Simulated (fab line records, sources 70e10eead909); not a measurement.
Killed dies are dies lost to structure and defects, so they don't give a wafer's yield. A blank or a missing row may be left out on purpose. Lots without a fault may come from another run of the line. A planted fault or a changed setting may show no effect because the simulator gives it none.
Which tool did it? | flow nand_harc | 14 lots, 40 wafers sampled, at 5 steps of a route of 1302

WHAT THE GAUGES READ, wafer by wafer
NHARC_P_CONTACT_CD_MEAS_19. Usual: cd_nm 89.4 nm, standard deviation 1.2.
lot  | measured     | on        | cd_nm (nm)     | flag
L719 | day 5 19:25  | cd_sem-01 | 86.7 88.6 86.5 |
L720 | day 6 13:20  | cd_sem-01 | 89.1 91.3 89.6 |
L722 | day 7 09:19  | cd_sem-02 | 90.8 90.7 89.2 |
L723 | day 7 16:19  | cd_sem-02 | 87.3 90.4 90.5 |
L726 | day 8 19:37  | cd_sem-02 | 91.5 90.8      |
L727 | day 9 08:42  | cd_sem-02 | 89.5 89.3      |
L734 | day 12 00:52 | cd_sem-02 | 87.2 89.0 86.8 |
L733 | day 12 01:37 | cd_sem-02 | 89.6 87.9 91.9 |
L735 | day 12 13:39 | cd_sem-03 | 90.7 88.4 88.6 |
L736 | day 13 00:52 | cd_sem-01 | 89.5 90.7 87.1 |
L737 | day 13 13:47 | cd_sem-03 | 90.1 88.6 90.9 |
L738 | day 14 00:47 | cd_sem-02 | 89.9 89.2 90.6 |
L739 | day 14 01:42 | cd_sem-01 | 88.8 86.8 89.7 |
L741 | day 15 00:44 | cd_sem-03 | 88.1 90.4 88.6 |

NHARC_END_SORT_01. Usual: killed_at_array 60, standard deviation 21; killed_at_other 1.0, standard deviation 1.2; killed_at_periphery 4.2, standard deviation 2.8; killed_dies 65, standard deviation 20; killed_open 3.1, standard deviation 1.8; killed_short 2.6, standard deviation 1.6.
lot  | measured     | on        | killed_at_array | killed_at_other | killed_at_periphery | killed_dies | killed_open | killed_short | flag
L727 | day 28 09:13 | prober-01 | 77              | 2               | 2                   | 81          | 5           | 3            |
L737 | day 32 23:20 | prober-02 | 51 43 35        | 3 1 0           | 4 1 2               | 58 45 37    | 2 3 3       | 2 3 1        |

WHICH TOOL RAN EACH LOT (tool, then ch and the chambers of the sampled wafers, then the start)
lot  | NHARC_P_GATE_DEGAS_109       | NHARC_P_CONTACT_SOFTBAKE_07       | NHARC_P_CONTACT_STRIP_28
L719 | pvd_sputter-01, day 5 15:42  | litho_track-06 ch 0, day 5 17:00  | rie_diel-10 ch 0,2, day 5 19:29
L720 | pvd_sputter-03, day 6 09:38  | litho_track-04 ch 0, day 6 11:00  | rie_diel-05 ch 1,2,3, day 6 13:26
L722 | pvd_sputter-01, day 7 05:50  | litho_track-04 ch 0, day 7 07:00  | rie_diel-01 ch 0,1,3, day 7 09:25
L723 | pvd_sputter-01, day 7 12:49  | litho_track-06 ch 0, day 7 14:00  | rie_diel-05 ch 0,3, day 7 16:23
L726 | pvd_sputter-02, day 8 15:50  | litho_track-06 ch 0, day 8 18:00  | rie_diel-10 ch 0,1, day 8 19:43
L727 | pvd_sputter-02, day 9 05:12  | litho_track-06 ch 0, day 9 07:00  | rie_diel-01 ch 0,3, day 9 08:47
L734 | pvd_sputter-03, day 11 21:23 | litho_track-06 ch 0, day 11 23:00 | rie_diel-01 ch 0,3, day 12 00:58
L733 | pvd_sputter-02, day 11 22:01 | litho_track-01 ch 0, day 12 00:00 | rie_diel-05 ch 0,3, day 12 01:41
L735 | pvd_sputter-03, day 12 09:51 | litho_track-06 ch 0, day 12 12:00 | rie_diel-01 ch 2,3, day 12 13:43
L736 | pvd_sputter-01, day 12 21:13 | litho_track-01 ch 0, day 12 23:00 | rie_diel-01 ch 0,1,2, day 13 00:56
L737 | pvd_sputter-01, day 13 10:16 | litho_track-04 ch 0, day 13 12:00 | rie_diel-01 ch 0,1, day 13 13:51
L738 | pvd_sputter-03, day 13 21:18 | litho_track-04 ch 0, day 13 23:00 | rie_diel-01 ch 1,2,3, day 14 00:54
L739 | pvd_sputter-02, day 13 21:59 | litho_track-04 ch 0, day 14 00:00 | rie_diel-10 ch 0,1,3, day 14 01:47
L741 | pvd_sputter-02, day 14 20:46 | litho_track-06 ch 0, day 14 22:00 | rie_diel-01 ch 0,1,3, day 15 00:50
- NHARC_P_GATE_DEGAS_109: time 60 s.
- NHARC_P_CONTACT_SOFTBAKE_07: time 55 s.
- NHARC_P_CONTACT_STRIP_28: strips in O2.

WHAT THE TOOLS THEMSELVES READ (means of the sampled wafers that have a number; where no wafer has one, the mark that the record gives instead)
NHARC_P_GATE_DEGAS_109. Usual: heater_power_w 461 W, standard deviation 61.
lot  | tool           | heater_power_w (W) | flag
L719 | pvd_sputter-01 | 497                |
L720 | pvd_sputter-03 | 496                |
L722 | pvd_sputter-01 | 529                |
L723 | pvd_sputter-01 | 470                |
L726 | pvd_sputter-02 | 430                |
L727 | pvd_sputter-02 | 418                |
L734 | pvd_sputter-03 | 507                |
L733 | pvd_sputter-02 | 432                |
L735 | pvd_sputter-03 | 484                |
L736 | pvd_sputter-01 | 530                |
L737 | pvd_sputter-01 | 524                |
L738 | pvd_sputter-03 | 494                |
L739 | pvd_sputter-02 | 440                |
L741 | pvd_sputter-02 | 405                |

NHARC_P_CONTACT_SOFTBAKE_07. Usual: chill_plate_temp_C 22.99 C, standard deviation 0.11; heater_power_total_W 188.44 W, standard deviation 0.14.
lot  | tool           | chill_plate_temp_C (C) | heater_power_total_W (W) | flag
L719 | litho_track-06 | 22.85                  | 188.40                   |
L720 | litho_track-04 | 23.02                  | 188.34                   |
L722 | litho_track-04 | 22.97                  | 188.38                   |
L723 | litho_track-06 | 23.16                  | 188.46                   |
L726 | litho_track-06 | 23.06                  | 222.55                   | OFF
L727 | litho_track-06 | 23.00                  | 222.69                   | OFF
L734 | litho_track-06 | 23.03                  | 188.48                   |
L733 | litho_track-01 | 23.03                  | 188.36                   |
L735 | litho_track-06 | 22.89                  | 188.34                   |
L736 | litho_track-01 | 23.03                  | 188.38                   |
L737 | litho_track-04 | 23.09                  | 188.36                   |
L738 | litho_track-04 | 22.98                  | 188.52                   |
L739 | litho_track-04 | 23.02                  | 188.41                   |
L741 | litho_track-06 | 22.96                  | 188.55                   |

NHARC_P_CONTACT_STRIP_28. Usual: drypump_motor_current_A 5.7 A, standard deviation 0.52; oes_product_au 1.000 a.u., standard deviation 0.0071; rf_vpp_V 57.7 V, standard deviation 0.95; showerhead_plenum_p_Torr 3.50 Torr, standard deviation 0.16; throttle_valve_pct 17.037 %, standard deviation 0.0096.
lot  | tool        | drypump_motor_current_A (A) | oes_product_au (a.u.) | rf_vpp_V (V) | showerhead_plenum_p_Torr (Torr) | throttle_valve_pct (%) | flag
L719 | rie_diel-10 | 6.2                         | 0.996                 | 58.4         | 3.60                            | 17.032                 |
L720 | rie_diel-05 | 5.7                         | 0.990                 | 57.7         | 3.37                            | 17.039                 |
L722 | rie_diel-01 | 5.7                         | 0.999                 | 57.4         | 3.41                            | 17.039                 |
L723 | rie_diel-05 | 5.9                         | 1.003                 | 57.8         | 3.43                            | 17.045                 |
L726 | rie_diel-10 | 5.6                         | 0.997                 | 57.5         | 3.62                            | 17.044                 |
L727 | rie_diel-01 | 5.3                         | 1.000                 | 57.5         | 3.36                            | 17.042                 |
L734 | rie_diel-01 | 5.3                         | 1.013                 | 57.1         | 3.36                            | 17.031                 |
L733 | rie_diel-05 | 5.9                         | 0.994                 | 57.4         | 3.43                            | 17.031                 |
L735 | rie_diel-01 | 5.4                         | 1.003                 | 57.7         | 3.47                            | 17.048                 |
L736 | rie_diel-01 | 5.8                         | 1.004                 | 57.6         | 3.52                            | 17.033                 |
L737 | rie_diel-01 | 5.7                         | 0.996                 | 56.4         | 3.41                            | 17.036                 |
L738 | rie_diel-01 | 5.8                         | 1.000                 | 57.9         | 3.52                            | 17.041                 |
L739 | rie_diel-10 | 5.6                         | 0.998                 | 58.7         | 3.67                            | 17.038                 |
L741 | rie_diel-01 | 5.7                         | 1.006                 | 58.6         | 3.41                            | 17.031                 |

THE ANSWER, worked out from the rows above alone
Rule: a lot is off if the mean of its wafers that have a number lies more than 3 standard deviations from the usual mean. A lot without any number at a reading at which 4 lots or more have one is off too. The other lots that the step has rows for count as sound. The gauges are gone through in route order, then the tools' own readings, and for those a lot's mean is taken as printed above. The first step at which some lot is off is used, and at that step the reading that is off furthest; a lot without a number counts as furthest.
Off: L726, L727, at NHARC_P_CONTACT_SOFTBAKE_07 (heater_power_total_W).
A tool fits if, at that step or a process step before it, it ran every lot that is off, and no sound lot after the first of them. None of those tried fits.

WHAT THE SIMULATOR HAD PUT IN
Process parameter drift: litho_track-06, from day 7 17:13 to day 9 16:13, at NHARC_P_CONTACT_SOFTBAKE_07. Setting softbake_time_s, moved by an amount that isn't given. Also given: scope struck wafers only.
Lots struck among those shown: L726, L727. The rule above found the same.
